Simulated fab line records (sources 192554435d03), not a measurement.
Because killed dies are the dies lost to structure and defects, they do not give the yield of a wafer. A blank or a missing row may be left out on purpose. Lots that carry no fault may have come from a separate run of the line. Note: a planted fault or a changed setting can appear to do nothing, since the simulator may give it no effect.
A lot that was struck, set against a sound lot -- flow n5Finfet -- 26 out of 1938 route steps
Sound: the wafers L271.1, L271.2, L271.5. Struck: wafers L283.3, L283.4, L283.6. The cause comes at the end.
At each step with rows: each side's tool, then ch and its chambers, then its first start. Under that, the readings that differ: sound wafers -- struck wafers -- difference of the means -- sigmas: that difference in standard deviations of wafers without a fault.
alike: same words and numbers on both sides, and readings whose means sit less than 2 such deviations apart. not compared: any withheld reading, any reading some wafer has no value for, any bound like >300 that may hide the same value, and any number with overlapping values for which the record gives no deviation.
The two part at a step that has a row with sigmas, a row that says differs or no value, or rows on one side only. Numbers that don't overlap but have no deviation are shown without sigmas and don't part them. Lack of a reading on every wafer of one side parts them only where that side has two or more wafers.

first, 1 step without rows for these wafers: N5_HKMG_FIN_WET_ETCH_78 (etches Al2O3 in dNH4OH, stops on La2O3, target depth 4.5 nm, rinse time 30 s).
N5_HKMG_FIN_ALD_79: deposits TiN, target thk 1.5 nm, pulse time 1 s, purge time 3 s.
  sound on aldMetal-04 ch 1,2, day 4 08:46; struck on aldMetal-02 ch 1,3, day 7 11:01
  alike: chamberPressureTorr, heaterPowerW, precursorPulseHeightRel
  not compared: sinceWetCleanH
N5_HKMG_FIN_CVD_62: deposits a-Si from Si2H6, target thk 3 nm, time 20.8 s.
  sound on thermalCvdSi-01 ch 0,1,2, day 4 09:08; struck on thermalCvdSi-01 ch 0,2, day 7 11:23
  alike: chamberPressureTorr, heaterPowerW
  not compared: sinceWetCleanH
then, 5 steps without rows for these wafers: N5_HKMG_FIN_RTA_80 (time 2 s); N5_HKMG_FIN_PRECLEAN_64 (cleans in dHF, time 30 s); N5_HKMG_FIN_WET_ETCH_65 (etches a-Si in TMAH, stops on TiN, time 49 s, target depth 3 nm); N5_HKMG_FIN_WET_ETCH_81 (etches TiN in SC1, stops on HfO2, time 57 s, target depth 6 nm); N5_HKMG_FIN_WET_ETCH_82 (etches La2O3 in dHCl, stops on HfO2, target depth 2 nm, rinse time 30 s).
N5_HKMG_FIN_ALD_36: deposits TiN, target thk 1 nm, pulse time 1 s, purge time 3 s.
  sound on aldMetal-02 ch 0,2,3, day 4 09:32; struck on aldMetal-04 ch 0,2,3, day 7 12:02
  alike: chamberPressureTorr, heaterPowerW, precursorPulseHeightRel
  not compared: sinceWetCleanH
N5_HKMG_FIN_THK_MEAS_70: measures by xrf.
  sound on filmMetro-02, day 4 09:49; struck on filmMetro-02, day 7 12:19
  alike: HK_THK
N5_HKMG_FIN_PWFM_ALD_03: deposits TiN, target thk 2 nm, pulse time 1 s, purge time 3 s.
  sound on aldMetal-03 ch 1,2,3, day 4 09:51; struck on aldMetal-02 ch 0,1, day 7 12:20
  alike: chamberPressureTorr, heaterPowerW, precursorPulseHeightRel
  not compared: sinceWetCleanH
then, 1 step without rows for these wafers: N5_HKMG_FIN_COAT_29 (time 60 s, resist thk 300 nm).
N5_HKMG_FIN_COAT_30: time 60 s, resist thk 35 nm.
  sound on lithoTrack-05 ch 0, day 4 10:19; struck on lithoTrack-02 ch 0, day 7 12:49
reading,sound,struck,difference,sigmas
spinSpeedRpm (rpm),1500.2 1500.2 1501.1,1538.6 1540.0 1540.9,+39.3,+43
model.SiARC_of_HKMG_FIN_COAT_30.thkNm (nm),34.8 35 34.8,34.6 34.6 34.6,-0.3,
  alike: heaterPowerTotalW
then, 6 steps without rows for these wafers: N5_HKMG_FIN_COAT_06 (resist thk 90 nm); N5_HKMG_FIN_EBR_08; N5_HKMG_FIN_SOFTBAKE_07 (time 60 s); N5_HKMG_FIN_EXPOSE_09 (exposes mask NWFM); N5_HKMG_FIN_PEB_10 (peb time 60 s); N5_HKMG_FIN_DEVELOP_11 (develop time 30 s).
N5_HKMG_FIN_CD_MEAS_12 targets a cd of 92.8 nm.
  sound on cdSem-02 ch 0, day 4 10:34; struck on cdSem-02 ch 0, day 7 13:11
reading,sound,struck,difference,sigmas
cdNm (nm),93.6 94.5 92.8,91.0 91.0 91.7,-2.4,-3
N5_HKMG_FIN_OVL_MEAS_13:
  sound on overlay-02 ch 0, day 4 10:35; struck on overlay-02 ch 0, day 7 13:13
  alike: NWFM_OVL
N5_HKMG_FIN_INSPECT_14: inspects for defects (macro).
  sound on defectInspect-01, day 4 10:37; struck on defectInspect-01, day 7 13:14
  alike: rawDefectCount
then, 1 step without rows for these wafers: N5_HKMG_FIN_DESCUM_17 (chemistry O2, time 7.9 s).
N5_HKMG_FIN_ETCH_31: etches SiARC in CF4, target depth 45.5 nm, time 75.8 s.
  sound on rieDiel-03 ch 0,1,2, day 4 10:42; struck on rieDiel-03 ch 0,1,2, day 7 13:20
reading,sound,struck,difference,sigmas
model.etch.depthNm (nm),34.83 34.92 34.88,34.63 34.57 34.64,-0.26,
  alike: biasW, drypumpMotorCurrentA, etchRfOnTimeS, oesProductAu, rfVppV, showerheadPlenumPTorr, throttleValvePct
  not compared: rfHoursCounterH
N5_HKMG_FIN_ETCH_32: etches SOC in N2/H2, target depth 240 nm, time 300 s.
  sound on rieDiel-03 ch 0,1,2, day 4 10:45; struck on rieDiel-03 ch 0,1,2, day 7 13:23
  alike: biasW, drypumpMotorCurrentA, oesProductAu, rfVppV, showerheadPlenumPTorr, throttleValvePct
  not compared: rfHoursCounterH
-- here the record skips 4 days between the struck wafers' starts before and after, leaving off in module HKMG_FIN and picking up in module BEOL_M4 (first step shown: number 1111 of the route) --
N5_BEOL_M4_RC_MEAS_101:
  sound on prober-02 ch 0, day 8 01:46; struck on prober-02 ch 0, day 11 17:20
reading,sound,struck,difference,sigmas
VT_P (mV),-248 -249 -247,-235 -245 -243,+7,+2
  alike: DIBL_N, DIBL_P, IOFF_N, IOFF_P, ION_N, ION_P, SS_N, SS_P, VT_N

== WHERE THEY PART ==
Last at N5_BEOL_M4_RC_MEAS_101 as far as this record goes, first at N5_HKMG_FIN_COAT_30.

WHY: whatever the simulator had introduced
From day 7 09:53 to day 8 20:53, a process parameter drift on lithoTrack-02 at N5_HKMG_FIN_COAT_30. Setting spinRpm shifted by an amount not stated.
